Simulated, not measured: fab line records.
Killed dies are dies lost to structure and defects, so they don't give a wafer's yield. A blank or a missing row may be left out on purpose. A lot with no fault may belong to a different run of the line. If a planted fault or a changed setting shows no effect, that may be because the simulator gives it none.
One fault seen from 2 desks    flow n5Finfet    numbers are kept per desk, each desk with only its own; the story behind them comes last

## TOOL OWNER'S DESK, rieDiel-01
The tool's own readings at N5_HKMG_FIN_ETCH_35 (etches SOC in N2/H2, target depth 215.8 nm, time 243.4 s): means of the sampled wafers that have a number, for each lot that ran on this tool. The brackets show how far a lot's mean lies from the usual mean; more than 4 standard deviations puts the lot out of limits, marked OUT.
Columns: A = drypumpMotorCurrentA at N5_HKMG_FIN_ETCH_35, usual 5.8 A; B = oesProductAu at N5_HKMG_FIN_ETCH_35, usual 0.81 a.u.; C = rfVppV at N5_HKMG_FIN_ETCH_35, usual 141.8 V; D = runLengthS at N5_HKMG_FIN_ETCH_35, usual 266.7 s; E = showerheadPlenumPTorr at N5_HKMG_FIN_ETCH_35, usual 2.55 Torr; F = throttleValvePct at N5_HKMG_FIN_ETCH_35, usual 17.9 %
lot   first seen here  A    B     C      D                E     F
L479  day 4 15:09      5.8  0.79  142.9  266.1            2.63  17.9
L480  day 4 17:06      5.6  0.83  142.3  266.3            2.61  17.6
L481  day 5 08:06      5.7  0.83  142.2  267.3            2.53  17.8
L494  day 8 03:10      5.5  0.85  141.6  229.4 (-63) OUT  2.54  17.7
L496  day 8 17:35      5.6  0.83  142.2  229.5 (-63) OUT  2.54  18.2
This desk finds L494, L496 out of limits, L494 being first, at day 8 03:10 (runLengthS at N5_HKMG_FIN_ETCH_35). In limits: L479, L480, L481.

## AT THE METROLOGY DESK
What the gauges read for every lot (on any tool): the sampled wafers with a number, averaged. The brackets show how far a lot's mean lies from the usual mean; more than 4 standard deviations puts the lot out of limits, marked OUT. Readings shown: 7 out of 10 (the first out of limits, and those lying furthest out on some lot).
Columns: A = IOFF_N at N5_BEOL_M4_RC_MEAS_101, usual 0.157 nA/um; B = IOFF_P at N5_BEOL_M4_RC_MEAS_101, usual 0.22 nA/um; C = ION_N at N5_BEOL_M4_RC_MEAS_101, usual 675 uA/um; D = ION_P at N5_BEOL_M4_RC_MEAS_101, usual 465 uA/um; E = SS_P at N5_BEOL_M4_RC_MEAS_101, usual 73.3 mV/dec; F = VT_N at N5_BEOL_M4_RC_MEAS_101, usual 249.8 mV; G = VT_P at N5_BEOL_M4_RC_MEAS_101, usual -249 mV
lot   first seen here  A      B     C               D    E     F      G
L480  day 8 19:53      0.132  0.17  665             454  72.1  252.3  -254
L479  day 9 11:22      0.171  0.24  683             470  73.9  248.7  -248
L481  day 9 23:38      0.153  0.21  680             467  73.3  250.7  -250
L485  day 10 18:29     0.151  0.19  671             459  72.5  248.6  -250
L494  day 12 10:00     0.146  0.20  648             462  72.9  251.5  -251
L495  day 13 11:38     0.143  0.23  679             470  73.5  251.6  -248
L496  day 13 11:45     0.120  0.16  622 (-5.6) OUT  445  73.9  258.5  -257
L497  day 13 12:34     0.123  0.18  657             459  73.0  254.5  -251
L500  day 13 19:12     0.166  0.26  672             469  73.7  247.6  -246
This desk finds L496 out of limits, with the earliest case on L496 at day 13 11:45 (ION_N at N5_BEOL_M4_RC_MEAS_101). In limits: L480, L479, L481, L485, L494, L495, L497, L500.

## TAKEN TOGETHER
The tool owner's desk had the chance to raise an alarm at day 8 03:10 on L494, L496.
An alarm was possible from the metrology desk at day 13 11:45, on L496.
The metrology desk holds a record of L494, inside its limits.
Of the lots named, all ran N5_HKMG_FIN_ETCH_35 on rieDiel-01.

## WHAT THE SIMULATOR HAD PUT IN
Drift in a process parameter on rieDiel-01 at N5_HKMG_FIN_ETCH_35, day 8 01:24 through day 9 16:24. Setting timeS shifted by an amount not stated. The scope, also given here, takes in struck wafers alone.
Shown lots that were struck: L494, L496.
Delay (hours) between the fault's onset and each desk's first out-of-limits reading: 2 at the tool owner's desk, 130 at the metrology desk.
